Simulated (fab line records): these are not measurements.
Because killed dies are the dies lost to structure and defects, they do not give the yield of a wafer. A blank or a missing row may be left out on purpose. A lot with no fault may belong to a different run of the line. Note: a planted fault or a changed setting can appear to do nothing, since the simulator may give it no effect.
fab line records	flow n5_finfet
record: lots: 11	wafers: 32	last_day: 19
route steps=1938 shown BEOL_M0@718 MIM_BOT_LITHO@1862 PASS1_CAP@1874 PASSIVATION@1929
lots that met no fault: from a run of the same line without faults
start_h: hours from the record's opening day to when the first of the lot's shown wafers began	wait_h: time in hours since the lot's previous step	" unchanged from the row above	L1.1+2: a single row standing in for several wafers	- no value, or no start given	* or withheld: withheld	< > ~ a bound
route shown NAME@n: a module of which the file shows steps, and the number in the route of the first	usual: mean/standard deviation of fault-free wafers	same: alike in all rows	chamber/n: place in a boat	sites: readings site by site	_std_site: how widely they spread, as a standard deviation	_edge_site: outer sites' mean less inner sites'	radius_mm: how far each site lies from the wafer's centre	mask NAME#n: copy n	behind: the most recent tool/chamber to have shaped the wafer	hold: why the lot went on hold/how many hours it stayed there/how the hold came to an end	device: names the non-switching transistor (n, p or np)	end of line: tests of these same wafers at the route's end	a step given without rows: its recipe and nothing more	killed: not the wafer's yield, but the dies lost to structure and defects at the first sort	map: a wafer's dies, x killed, . not, _ none there
set.NAME: the setting that was run; set.NAME@STEP: the one run at that earlier step	model.NAME: the simulator's own value behind a step, which no gauge read
route steps across a sampled set of lots; one table per step, one row per wafer
services: when a tool's chamber went out of use (start_h, in hours from the record's first day, below 0 if earlier), for how many hours, and the reason
== steps ==
step: N5_BEOL_M0_STRIP_104
recipe: chemistry: N2/H2	power_w: 450	temp_c: 40	pressure_mtorr: 20	rf_frequency_hz: 6e+07	overash_fraction: 0.3	bias_power_w: 7	h2_frac: 0.5	n2_flow_sccm: 200	h2_flow_sccm: 200
usual: drypump_motor_current_A: 5.6/0.52	oes_product_au: 0.82/0.087	rf_vpp_V: 59.1/1.8	showerhead_plenum_p_Torr: 2.56/0.094	throttle_valve_pct: 23.51/0.28
lot.wafer	tool	chamber	start_h	wait_h	drypump_motor_current_A	oes_product_au	rf_hours_counter_h	rf_vpp_V	showerhead_plenum_p_Torr	throttle_valve_pct
L219.1	rie_diel-04	2	121.27	0.0	6.8	0.69	200	59.2	2.52	24.02
L219.3	"	0	"	"	4.9	0.84	75	60.0	2.46	23.66
L219.5	"	2	"	"	6.7	0.68	-	55.9	2.52	24.01
L220.1	rie_diel-04	3	125.81	0.0	5.8	0.71	171	58.8	2.52	23.14
L220.4	"	2	"	"	6.8	0.69	202	59.1	2.51	24.04
L220.6	"	1	"	"	5.7	0.76	-	58.2	2.43	23.08
L221.2	rie_diel-04	3	130.21	0.0	5.8	0.70	173	59.5	2.52	23.15
L221.3	"	2	"	"	6.8	0.69	203	57.4	2.52	24.03
L222.2	rie_diel-06	3	130.68	0.0	5.0	0.98	10	61.3	2.69	23.37
L222.3	"	0	"	"	5.2	1.01	0	59.0	2.60	23.65
L222.4	"	2	"	"	5.4	0.70	227	58.8	2.59	23.53
L225.1	rie_diel-03	2	152.24	0.0	5.6	0.86	61	59.3	2.46	23.76
L225.3	"	1	"	"	6.3	0.81	87	58.9	2.55	23.02
L225.4	"	3	"	"	5.7	0.82	83	56.5	2.46	23.58
L224.2	rie_diel-03	1	153.36	0.0	6.3	0.80	87	55.4	2.55	23.05
L224.3	"	2	"	"	5.6	0.85	61	59.9	2.46	23.75
L224.5	"	3	"	"	5.7	0.81	-	58.9	2.46	23.55
L226.1	rie_diel-04	2	157.51	0.0	6.8	0.68	208	59.9	2.51	24.06
L226.4	"	3	"	"	5.8	0.70	181	59.2	2.52	23.13
L226.6	"	0	"	"	4.9	0.82	-	59.4	2.45	23.68
L227.1	rie_diel-03	3	164.69	0.0	5.7	0.82	87	61.6	2.46	23.57
L227.3	"	1	"	"	6.3	0.82	91	58.0	2.55	23.05
L227.6	"	3	"	"	5.7	0.82	-	61.5	2.46	23.56
L233.3	rie_diel-04	0	214.67	0.0	5.0	0.80	104	58.9	2.45	23.69
L233.5	"	3	"	"	5.8	0.71	-	56.8	2.51	23.20
L233.6	"	2	"	"	6.8	0.66	-	61.0	2.51	24.11
L239.3	rie_diel-06	3	237.92	0.0	5.0	0.90	46	63.1	2.68	23.40
L239.5	"	0	"	"	5.3	0.86	-	62.6	2.58	23.71
L239.6	"	1	"	"	5.9	0.87	-	54.6	2.70	23.56
L241.3	rie_diel-06	2	247.83	0.0	5.4	0.94	5	56.4	2.58	23.33
L241.4	"	3	"	"	5.0	0.89	49	60.1	2.67	23.41
L241.5	"	2	"	"	5.4	0.95	-	59.0	2.58	23.32
step: N5_MIM_BOT_LITHO_CD_MEAS_08
recipe: target_cd_nm: 3000	landing_energy_ev: 500	detector: se_inlens	polarity: opening
usual: cd_nm: 3000.1/1.9
lot.wafer	tool	chamber	start_h	wait_h	cd_nm
L221.2	cd_sem-02	0	297.56	-	3000.6
L221.3	"	0	"	"	3000.8
L222.2	cd_sem-01	0	299.95	-	2998.2
L222.3	"	0	"	"	2995.7
L222.4	"	0	"	"	2999.7
L219.1	cd_sem-03	0	301.06	-	2996.2
L219.3	"	0	"	"	2997.6
L219.5	"	0	"	"	3001.2
L220.1	cd_sem-01	0	304.85	-	2997.2
L220.4	"	0	"	"	3001.3
L220.6	"	0	"	"	2999.2
L225.1	cd_sem-01	0	328.21	-	3003.3
L225.3	"	0	"	"	3002.6
L225.4	"	0	"	"	3000.9
L224.2	cd_sem-03	0	333.76	-	3000.8
L224.3	"	0	"	"	2997.9
L224.5	"	0	"	"	3000.7
L226.1	cd_sem-01	0	334.81	-	2998.3
L226.4	"	0	"	"	3001.5
L226.6	"	0	"	"	3002.5
L227.1	cd_sem-01	0	338.95	-	2999.9
L227.3	"	0	"	"	3000.9
L227.6	"	0	"	"	2997.5
L233.3	cd_sem-01	0	408.90	-	2999.3
L233.5	"	0	"	"	3002.1
L233.6	"	0	"	"	2996.6
L239.3	cd_sem-01	0	423.78	-	2998.1
L239.5	"	0	"	"	3002.8
L239.6	"	0	"	"	3001.5
L241.3	cd_sem-03	0	443.26	-	3002.6
L241.4	"	0	"	"	3003.6
L241.5	"	0	"	"	3001.6
step: N5_PASSIVATION_PECVD_01
recipe: material: SiNx	target_thk_a: 2000	temp_c: 400	precursor: SiH4/NH3/N2	pressure_torr: 4.9	rf_w: 1406	time_s: 43.2
usual: heater_power_w: 464/120	showerhead_plenum_p_Torr: 8.68/0.1	throttle_valve_pct: 29.4/2.9
lot.wafer	tool	chamber	start_h	wait_h	heater_power_w	showerhead_plenum_p_Torr	since_wet_clean_h	throttle_valve_pct
L221.2	pecvd-03	0	299.11	0.0	443	8.62	1365	35.4
L221.3	"	2	"	"	602	8.82	611	26.4
L222.2	pecvd-02	0	300.96	0.0	403	8.55	824	27.5
L222.3	"	1	"	"	387	8.72	1549	29.9
L222.4	"	1	"	"	396	8.72	-	29.8
L219.1	pecvd-04	1	302.11	0.0	325	8.63	1912	31.3
L219.3	"	2	"	"	386	8.76	433	27.8
L219.5	"	0	"	"	398	8.66	-	27.6
L220.1	pecvd-02	1	305.85	0.0	354	8.73	1553	29.7
L220.4	"	0	"	"	513	8.53	-	27.5
L220.6	"	2	"	"	623	8.55	-	29.1
L225.1	pecvd-02	2	329.63	0.0	665	8.55	88	29.1
L225.3	"	2	"	"	699	8.57	-	29.1
L225.4	"	0	"	"	551	8.56	-	27.4
L224.2	pecvd-03	1	334.77	0.0	451	8.84	2126	30.6
L224.3	"	2	"	"	564	8.80	647	26.5
L224.5	"	1	"	"	456	8.81	-	30.3
L226.1	pecvd-02	2	335.98	0.0	626	8.55	95	29.0
L226.4	"	2	"	"	631	8.57	-	28.7
L226.6	"	0	"	"	374	8.52	-	27.4
L227.1	pecvd-03	1	339.96	0.0	482	8.80	2131	30.9
L227.3	"	0	"	"	477	8.64	1406	35.5
L227.6	"	2	"	"	531	8.79	-	26.4
L233.3	pecvd-03	2	410.02	0.0	490	8.79	-	26.4
L233.5	"	0	"	"	435	8.64	-	35.5
L233.6	"	2	"	"	492	8.82	-	26.7
L239.3	pecvd-04	1	424.81	0.0	255	8.61	2035	31.1
L239.5	"	0	"	"	322	8.69	-	27.9
L239.6	"	2	"	"	327	8.76	-	28.2
L241.3	pecvd-03	0	444.40	0.0	505	8.60	1511	35.5
L241.4	"	2	"	"	608	8.81	-	26.3
L241.5	"	0	"	"	519	8.63	-	35.6
step: N5_PASSIVATION_PASS_ETCH_47
recipe: chemistry: CF4/O2	target: SiNx	target_depth_a: 7700	time_s: 385	ion_energy_ev: 100	pressure_mtorr: 40	source_w: 535	bias_w: 49	Ar_flow_sccm: 100	cf4_flow_sccm: 100	O2_flow_sccm: 10
usual: drypump_motor_current_A: 5.6/0.51	oes_product_au: 0.80/0.066	rf_vpp_V: 241/3.9	showerhead_plenum_p_Torr: 2.21/0.083	throttle_valve_pct: 15.86/0.2
lot.wafer	tool	chamber	start_h	wait_h	drypump_motor_current_A	oes_product_au	rf_hours_counter_h	rf_vpp_V	showerhead_plenum_p_Torr	throttle_valve_pct
L222.2	rie_diel-04	1	306.02	0.0	5.7	0.73	221	237	2.10	15.72
L222.3	"	3	"	"	5.8	0.68	235	237	2.19	15.93
L222.4	"	0	"	"	4.9	0.78	-	234	2.12	15.94
L221.2	rie_diel-06	3	306.20	0.0	4.9	0.87	69	246	2.33	16.10
L221.3	"	2	"	"	5.4	0.89	25	241	2.24	15.70
L219.1	rie_diel-06	3	307.16	0.0	5.0	0.86	69	246	2.33	16.10
L219.3	"	1	"	"	5.9	0.84	80	244	2.33	15.83
L219.5	"	0	"	"	5.3	0.84	-	240	2.23	15.81
L220.1	rie_diel-03	2	315.04	0.0	5.6	0.78	119	246	2.12	16.00
L220.4	"	1	"	"	6.3	0.76	-	245	2.21	15.66
L220.6	"	2	"	"	5.6	0.78	-	247	2.12	16.00
L225.1	rie_diel-03	0	335.13	0.0	5.2	0.75	154	241	2.29	16.01
L225.3	"	3	"	"	5.7	0.76	151	238	2.11	15.75
L225.4	"	1	"	"	6.3	0.75	148	246	2.21	15.68
L224.2	rie_diel-04	2	339.56	0.0	6.8	0.95	9	241	2.17	15.89
L224.3	"	3	"	"	5.8	0.67	249	235	2.18	15.95
L224.5	"	3	"	"	5.8	0.66	-	235	2.18	15.95
L226.1	rie_diel-03	0	340.82	0.0	5.1	0.74	156	242	2.29	16.03
L226.4	"	2	"	"	5.6	0.78	-	246	2.12	16.05
L226.6	"	1	"	"	6.3	0.76	-	246	2.21	15.69
L227.1	rie_diel-03	1	344.13	0.0	6.2	0.75	153	245	2.21	15.69
L227.3	"	0	"	"	5.1	0.74	158	241	2.29	16.01
L227.6	"	1	"	"	6.3	0.75	-	246	2.21	15.71
L233.3	rie_diel-04	1	415.66	0.0	5.7	0.94	7	242	2.35	15.28
L233.5	"	0	"	"	4.9	0.74	-	235	2.11	16.02
L233.6	"	3	"	"	5.8	0.89	-	237	2.17	15.51
L239.3	rie_diel-03	0	431.95	0.0	5.2	0.72	192	242	2.28	16.09
L239.5	"	2	"	"	5.6	0.75	-	247	2.11	16.09
L239.6	"	3	"	"	5.7	0.72	-	238	2.10	15.80
L241.3	rie_diel-04	3	449.47	0.0	5.8	0.87	37	237	2.17	15.52
L241.4	"	2	"	"	6.8	0.86	50	241	2.15	15.97
L241.5	"	3	"	"	5.8	0.86	-	235	2.17	15.53
step: N5_PASSIVATION_PROBE_49
usual: defect_limited_yield: 91.2/1.4	killed_at_M0_to_M3: 34/9.4	killed_at_M4_up: 14/5.6	killed_at_contacts: 13/7.8	killed_at_front_end: 37/10	killed_at_other: 4/3.3	killed_dies: 103/17	killed_open: 68/13	killed_short: 33/8.2	sort_bin_5_function: 5.1/0.92	sort_bin_6_memory: 3.3/0.71	sort_n_pass: 1077/17	sort_yield_pct: 91.2/1.4
same: gross_dies: 1180	killed_at_back_side: 0	sort_bin_4_leakage[%]: 0	sort_bin_8_speed[%]: 0
lot.wafer	tool	chamber	start_h	wait_h	defect_limited_yield[%]	killed_at_M0_to_M3	killed_at_M4_up	killed_at_contacts	killed_at_front_end	killed_at_other	killed_dies	killed_open	killed_short	sort_bin_5_function[%]	sort_bin_6_memory[%]	sort_n_pass	sort_yield_pct[%]
L219.1	prober-02	-	310.47	0.0	88.2	43	12	29	55	0	139	95	43	6.5	4.8	1041	88.2
L219.3	prober-02	-	310.57	0.1	91.9	31	14	22	28	0	95	66	26	4.1	3.6	1085	91.9
L219.5	prober-02	-	310.67	0.2	90.6	38	9	20	31	13	111	71	40	5.0	4.1	1069	90.6
L225.1	prober-01	-	338.14	0.0	89.8	52	20	7	40	1	120	87	32	5.6	4.3	1060	89.8
L225.3	prober-01	-	338.24	0.1	90.4	52	18	6	32	5	113	71	42	5.6	3.6	1067	90.4
L225.4	prober-01	-	338.29	0.2	90.6	51	13	6	40	1	111	79	32	5.1	4.1	1069	90.6
L224.2	prober-01	-	342.62	0.1	88.9	27	24	20	59	1	131	87	42	6.9	4.0	1049	88.9
L224.3	prober-01	-	342.67	0.1	91.3	19	24	18	42	0	103	75	25	5.3	3.1	1077	91.3
L224.5	prober-01	-	342.77	0.2	90.8	23	23	17	42	3	108	67	36	5.0	4.0	1072	90.8
L227.1	prober-02	-	347.14	0.0	93.0	28	9	10	33	3	83	59	24	4.1	2.5	1097	93.0
L227.3	prober-02	-	347.24	0.1	91.3	30	9	6	50	8	103	62	37	5.1	3.1	1077	91.3
L227.6	prober-02	-	347.39	0.3	90.6	37	13	10	51	0	111	75	27	5.6	3.0	1069	90.6
L233.3	prober-02	-	418.77	0.1	85.8	129	6	3	25	4	167	42	21	8.6	3.7	1013	85.8
L233.5	prober-02	-	418.87	0.2	91.9	30	11	5	40	9	95	68	25	4.4	3.6	1085	91.9
L233.6	prober-02	-	418.92	0.3	92.0	41	4	14	33	2	94	67	25	4.7	2.8	1086	92.0
L239.3	prober-01	-	435.06	0.1	91.0	25	25	13	33	10	106	79	26	5.1	3.8	1074	91.0
L239.5	prober-01	-	435.16	0.2	91.4	38	14	18	29	2	101	74	24	4.7	3.5	1079	91.4
L239.6	prober-01	-	435.21	0.3	92.0	26	17	20	30	1	94	73	20	4.3	3.3	1086	92.0
L241.3	prober-02	-	452.61	0.1	91.1	41	21	11	29	3	105	63	35	5.0	3.1	1075	91.1
L241.4	prober-02	-	452.66	0.2	90.7	35	29	11	35	0	110	82	27	5.1	4.0	1070	90.7
L241.5	prober-02	-	452.71	0.2	91.4	25	13	8	52	4	102	71	25	4.2	3.7	1078	91.4
killed by level:class
L219.1 MOL_CONTACT_COAG:geometric_particle:open=18 BEOL_M0_SAQP:geometric_particle:open=14 FIN_SAQP:geometric_particle:open=11 MOL_CONTACT_COAG:geometric_particle:short=11 STI_FIN_REVEAL:geometric_particle:open=10 DUMMY_GATE:geometric_particle:open=10 FIN_SAQP:geometric_particle:short=9 BEOL_M2:geometric_particle:open=9
L219.3 MOL_CONTACT_COAG:geometric_particle:open=21 BEOL_M3:geometric_particle:open=9 FIN_SAQP:geometric_particle:short=7 BEOL_M0_SAQP:geometric_particle:open=6 BEOL_M4:geometric_particle:open=6 DUMMY_GATE:geometric_particle:open=4 BEOL_M0_SAQP:geometric_particle:short=4 BEOL_M2:geometric_particle:open=4
L219.5 MOL_CONTACT_COAG:geometric_particle:open=14 MIM_TOP:geometric_particle:short=8 BEOL_M0_SAQP:geometric_particle:open=8 BEOL_M3:geometric_particle:open=8 FIN_SAQP:geometric_particle:open=6 FIN_SAQP:geometric_particle:short=6 MOL_CONTACT_COAG:geometric_particle:short=6 BEOL_M0_SAQP:geometric_particle:short=6
L225.1 BEOL_M2:geometric_particle:open=18 STI_FIN_REVEAL:geometric_particle:open=17 BEOL_M4:geometric_particle:open=13 BEOL_M0_SAQP:geometric_particle:open=11 STI_FIN_REVEAL:geometric_particle:short=9 MOL_CONTACT_COAG:geometric_particle:open=6 BEOL_M2:geometric_particle:short=6 BEOL_M3:geometric_particle:open=6
L225.3 BEOL_M4:geometric_particle:open=13 BEOL_M0_SAQP:geometric_particle:open=10 BEOL_M3:geometric_particle:open=9 BEOL_M0_SAQP:geometric_particle:short=8 BEOL_M1:geometric_particle:open=8 BEOL_M2:geometric_particle:open=8 FIN_SAQP:geometric_particle:short=6 MOL_CONTACT_COAG:geometric_particle:open=5
L225.4 STI_FIN_REVEAL:geometric_particle:open=18 BEOL_M2:geometric_particle:open=13 FIN_SAQP:geometric_particle:open=11 BEOL_M1:geometric_particle:open=10 BEOL_M2:geometric_particle:short=8 BEOL_M3:geometric_particle:open=7 BEOL_M4:geometric_particle:open=6 MOL_CONTACT_COAG:geometric_particle:open=5
L224.2 FIN_SAQP:geometric_particle:short=20 MOL_CONTACT_COAG:geometric_particle:open=17 BEOL_M4:geometric_particle:open=13 FIN_SAQP:geometric_particle:open=12 STI_FIN_REVEAL:geometric_particle:open=9 BEOL_M2:geometric_particle:open=9 BEOL_M3:geometric_particle:open=7 STARTING-WAFER:geometric_particle:open=6
L224.3 FIN_SAQP:geometric_particle:open=14 MOL_CONTACT_COAG:geometric_particle:open=14 BEOL_M4:geometric_particle:open=11 BEOL_M2:geometric_particle:open=10 FIN_SAQP:geometric_particle:short=9 STI_FIN_REVEAL:geometric_particle:open=5 BEOL_M8:geometric_particle:open=3 STI_FIN_REVEAL:geometric_particle:short=3
L224.5 STI_FIN_REVEAL:geometric_particle:open=16 MOL_CONTACT_COAG:geometric_particle:open=12 BEOL_M4:geometric_particle:open=10 FIN_SAQP:geometric_particle:short=5 FIN_SAQP:geometric_particle:open=5 STI_FIN_REVEAL:geometric_particle:short=5 MOL_CONTACT_COAG:geometric_particle:short=5 BEOL_M0_SAQP:geometric_particle:open=5
L227.1 STI_FIN_REVEAL:geometric_particle:open=10 MOL_CONTACT_COAG:geometric_particle:open=9 BEOL_M0_SAQP:geometric_particle:open=6 BEOL_M1:geometric_particle:open=6 FIN_SAQP:geometric_particle:open=5 BEOL_M3:geometric_particle:open=5 FIN_SAQP:geometric_particle:short=4 BEOL_M2:geometric_particle:open=4
L227.3 STI_FIN_REVEAL:geometric_particle:open=15 BEOL_M0_SAQP:geometric_particle:open=12 BEOL_M0_SAQP:geometric_particle:short=11 ILD0:geometric_particle:short=5 MOL_CONTACT_COAG:geometric_particle:open=5 FIN_SAQP:geometric_particle:short=4 ILD0:geometric_particle:open=4 STARTING-WAFER:geometric_particle:short=4
L227.6 STI_FIN_REVEAL:geometric_particle:open=16 BEOL_M0_SAQP:geometric_particle:open=12 MOL_CONTACT_COAG:geometric_particle:open=9 BEOL_M0_SAQP:geometric_particle:short=9 HKMG_FIN:area_etch=9 DUMMY_GATE:geometric_particle:open=6 BEOL_M2:geometric_particle:open=6 BEOL_M4:geometric_particle:open=5
L233.3 BEOL_M0:unspecified=104 BEOL_M3:geometric_particle:open=7 STI_FIN_REVEAL:geometric_particle:open=6 BEOL_M0_SAQP:geometric_particle:open=6 BEOL_M1:geometric_particle:open=5 FIN_SAQP:geometric_particle:short=4 FIN_SAQP:geometric_particle:open=3 STI_FIN_REVEAL:geometric_particle:short=3
L233.5 BEOL_M3:geometric_particle:open=9 STI_FIN_REVEAL:geometric_particle:open=8 BEOL_M4:geometric_particle:open=8 FIN_SAQP:geometric_particle:open=6 BEOL_M1:geometric_particle:open=6 GATE_CUT:geometric_particle:short=5 MOL_CONTACT_COAG:geometric_particle:open=5 BEOL_M3:geometric_particle:short=4
L233.6 BEOL_M3:geometric_particle:open=13 MOL_CONTACT_COAG:geometric_particle:open=12 STI_FIN_REVEAL:geometric_particle:open=9 DUMMY_GATE:geometric_particle:open=6 BEOL_M0_SAQP:geometric_particle:short=6 BEOL_M1:geometric_particle:open=6 BEOL_M0_SAQP:geometric_particle:open=4 BEOL_M2:geometric_particle:open=4
L239.3 MOL_CONTACT_COAG:geometric_particle:open=13 BEOL_M4:geometric_particle:open=8 BEOL_M3:geometric_particle:open=8 BEOL_M6:geometric_particle:open=8 FIN_SAQP:geometric_particle:open=6 BEOL_M2:geometric_particle:open=6 FIN_SAQP:geometric_particle:short=5 BEOL_M1:geometric_particle:open=5
L239.5 MOL_CONTACT_COAG:geometric_particle:open=16 BEOL_M2:geometric_particle:open=12 BEOL_M1:geometric_particle:open=11 STI_FIN_REVEAL:geometric_particle:open=7 FIN_SAQP:geometric_particle:open=6 BEOL_M4:geometric_particle:open=6 BEOL_M0_SAQP:geometric_particle:short=5 BEOL_M4:geometric_particle:short=4
L239.6 MOL_CONTACT_COAG:geometric_particle:open=18 FIN_SAQP:geometric_particle:open=11 BEOL_M4:geometric_particle:open=10 BEOL_M2:geometric_particle:open=10 STARTING-WAFER:geometric_particle:open=4 BEOL_M1:geometric_particle:open=4 DUMMY_GATE:geometric_particle:open=3 SPACER0:geometric_particle:short=3
L241.3 BEOL_M2:geometric_particle:open=11 MOL_CONTACT_COAG:geometric_particle:open=9 BEOL_M0_SAQP:geometric_particle:short=9 FIN_SAQP:geometric_particle:short=8 BEOL_M4:geometric_particle:open=8 BEOL_M0_SAQP:geometric_particle:open=6 BEOL_M3:geometric_particle:open=6 HKMG_FIN:area_etch=6
L241.4 BEOL_M2:geometric_particle:open=13 BEOL_M4:geometric_particle:open=12 STI_FIN_REVEAL:geometric_particle:open=11 MOL_CONTACT_COAG:geometric_particle:open=8 BEOL_M6:geometric_particle:open=8 BEOL_M1:geometric_particle:open=6 BEOL_M0_SAQP:geometric_particle:open=6 GATE_CUT:geometric_particle:short=5
L241.5 STI_FIN_REVEAL:geometric_particle:open=17 BEOL_M2:geometric_particle:open=13 GATE_CUT:geometric_particle:short=9 MOL_CONTACT_COAG:geometric_particle:open=7 FIN_SAQP:geometric_particle:short=6 HKMG_FIN:area_etch=6 FIN_SAQP:geometric_particle:open=4 BEOL_M3:geometric_particle:open=4
== services ==
tool	chamber	start_h	hours	kind
pecvd-02	-	108.77	0.9	repair
pecvd-03	1	140.91	3.5	repair
rie_diel-04	2	142.43	9.2	repair
rie_diel-04	3	166.11	2.1	repair
pecvd-04	0	185.76	4.8	repair
pecvd-02	0	192.78	19.7	repair
rie_diel-06	-	202.66	1.0	repair
pecvd-04	-	224.36	1.5	repair
pecvd-03	0	225.67	2.2	repair
rie_diel-03	1	265.87	8.3	repair
rie_diel-03	0	314.36	19.1	repair
rie_diel-03	1	319.35	9.5	repair
pecvd-02	1	324.87	29.1	repair
rie_diel-06	0	335.30	4.4	repair
rie_diel-03	3	338.59	11.0	repair
rie_diel-04	2	358.26	6.6	repair
pecvd-03	-	366.32	6.0	pm
rie_diel-06	2	379.85	11.7	repair
rie_diel-03	2	380.00	12.7	repair
rie_diel-06	0	386.76	22.5	repair
pecvd-03	-	390.43	2.8	pm
rie_diel-03	2	394.52	8.1	repair
rie_diel-06	-	396.50	0.7	repair
pecvd-03	-	412.25	0.2	repair
== key ==
first_sign: step: N5_PASSIVATION_PROBE_49	reading: killed_at_M0_to_M3	direction: up	sigmas: 10	usual: 34	struck: 129
effect: step: N5_PASSIVATION_PROBE_49	reading: defect_limited_yield	direction: down	sigmas: 3.7	usual: 91.2	struck: 85.8
more_kills_born_at: N5_BEOL_M0_STRIP_104@rie_diel-04: 104
met_at N5_BEOL_M0_STRIP_104
struck_lots L233
struck_wafers L233.3
not_acting_at N5_MIM_BOT_LITHO_CD_MEAS_08,N5_PASSIVATION_PECVD_01,N5_PASSIVATION_PASS_ETCH_47
onset_between 157.51 214.67
fault: kind: chamber_particle_source	tool: rie_diel-04	chamber: 0	onset_h: 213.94	steps: N5_BEOL_M0_STRIP_104	rate_per_visit_cm2: 0.54961	end_h: 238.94
